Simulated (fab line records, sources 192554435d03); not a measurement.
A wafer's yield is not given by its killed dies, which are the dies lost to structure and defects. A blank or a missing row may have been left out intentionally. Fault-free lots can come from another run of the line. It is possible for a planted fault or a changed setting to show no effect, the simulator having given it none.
A struck lot beside a sound one ; flow n5 finfet ; 18 out of 1938 route steps
Sound: wafers L862.2, L862.5, L862.6. Wafers struck: L855.2, L855.4, L855.6. The cause is named last.
Per side, at each step with rows, come the tool, then ch with its chambers, and then its first start. Under that, the readings that differ: sound wafers ; struck wafers ; difference of the means ; sigmas: that difference in standard deviations of wafers without a fault.
alike: words and numbers the same on both sides, and readings whose means are apart by under 2 such deviations; not compared: readings that were withheld, readings missing a value for some wafer, numbers with overlapping values and no deviation given by the record, and bounds like >300 which may hide the same value.
A row with sigmas, a row that says differs or no value, or rows on one side alone: a step with any of these is where the two part. Numbers that have no deviation but don't overlap get no sigmas and don't part them. A reading missing from all wafers of one side parts the sides only when that side holds two or more wafers.

first, 11 steps without rows for these wafers: N5_FIN_SAQP_MANDREL1_REMOVE_56 (chemistry HBr/Cl2/O2, target a-Si, stops on SiNx, bt time 10 s); N5_FIN_SAQP_ETCH_57 (etches SiNx in CH3F/O2, target depth 32.5 nm, time 46.4 s); N5_FIN_SAQP_ETCH_65 (etches SiO2 in CF4, target depth 4 nm, time 4.4 s); N5_FIN_SAQP_MANDREL_ETCH_58 (etches a-Si in HBr/Cl2, stops on SiNx, target depth 45 nm, bt time 10 s, time 27 s); N5_FIN_SAQP_RECESS_63 (chemistry HF/NH3, target SiO2, target depth 18 nm, afs cycles 3, sublimation time 60 s); N5_FIN_SAQP_COAT_68 (time 60 s, resist thk 100 nm); N5_FIN_SAQP_ETCH_69 (etches SOC in N2/H2, stops on SiNx, target depth 150 nm); N5_FIN_SAQP_ETCH_67 (etches SiNx in CH3F/O2, target depth 30 nm); N5_FIN_SAQP_STRIP_70 (strips in N2/H2); N5_FIN_SAQP_RECESS_71 (chemistry HF/NH3, target SiO2, target depth 3 nm, afs cycles 1, sublimation time 60 s); N5_FIN_SAQP_SPACER2_ALD_28 (deposits SiO2, target thk 8.1 nm, pulse time 1 s, purge time 2 s).
N5_FIN_SAQP_SPACER2_ETCHBACK_29: etches SiO2 in CHF3/O2, target depth 12.2 nm, time 6.1 s.
  sound on rie diel-04 ch 0,3, day 7 07:38; struck on rie diel-05 ch 0,1,2, day 5 13:55
  no value came back on the struck wafers for any of 7 readings (CHF3_flow_sccm (sccm), O2_flow_sccm (sccm) and others); on the sound wafers CHF3_flow_sccm (sccm) reads 49.74 49.74 49.94
reading;sound;struck;difference;sigmas
model.SiO2_of_FIN_SAQP_SPACER2_ALD_28.thk nm (nm);0 0 0;8 8.2 8.2;+8;
  not compared: rf hours counter h
N5_FIN_SAQP_MANDREL2_REMOVE_60: chemistry HBr/Cl2/O2, target a-Si, stops on SiNx, bt time 10 s.
  sound on rie si-06 ch 0,3, day 7 07:43; struck on rie si-05 ch 0,3, day 5 13:59
reading;sound;struck;difference;sigmas
oes product au (a.u.);1.013 1.015 1.011;0.365 0.372 0.363;-0.646;-40
  alike: drypump motor current A, throttle valve pct
  not compared: rf hours counter h
N5_FIN_SAQP_CD_MEAS_31 targets a cd of 8 nm.
  sound on cd sem-02 ch 0, day 7 07:50; struck on cd sem-02 ch 0, day 5 14:07
reading;sound;struck;difference;sigmas
cd nm (nm);8.43 8.07 8.67;- - -;no value on the struck wafers;
N5_FIN_SAQP_HM_OPEN_33: chemistry CH3F/O2, target SiNx, target depth 49.4 nm, time 70.6 s.
  sound on rie diel-06 ch 1,2, day 7 07:53; struck on rie diel-04 ch 1,2,3, day 5 14:09
reading;sound;struck;difference;sigmas
etch rf on time s (s);70.1 71.3 69.8;176.5 176.5 176.5;+106.1;+66
oes product au (a.u.);0.61 0.60 0.69;0.30 0.27 0.25;-0.36;-6
  alike: drypump motor current A, rf vpp V, showerhead plenum p Torr, throttle valve pct
  not compared: rf hours counter h
then, 1 step without rows for these wafers: N5_FIN_SAQP_ETCH_34 (etches SiO2 in C4F6/O2, target depth 45 nm, time 15 s).
N5_BEOL_M4_RC_MEAS_101:
  the record has rows for the sound wafers here (prober-01 ch 0, day 13 03:39) and none for the struck ones
-- a jump in the record: the struck wafers' starts before and after are 10 days apart (it breaks off in module BEOL_M4 and resumes in module PASSIVATION, where the first step shown is number 1936 of the route) --
N5_PASSIVATION_PROBE_49:
  record: rows for the struck wafers here (prober-02, day 15 23:16), none for the sound ones

## WHERE THEY PART
At N5_FIN_SAQP_SPACER2_ETCHBACK_29 first; at N5_PASSIVATION_PROBE_49 last (within this record only).

WHY: what the simulator had put in
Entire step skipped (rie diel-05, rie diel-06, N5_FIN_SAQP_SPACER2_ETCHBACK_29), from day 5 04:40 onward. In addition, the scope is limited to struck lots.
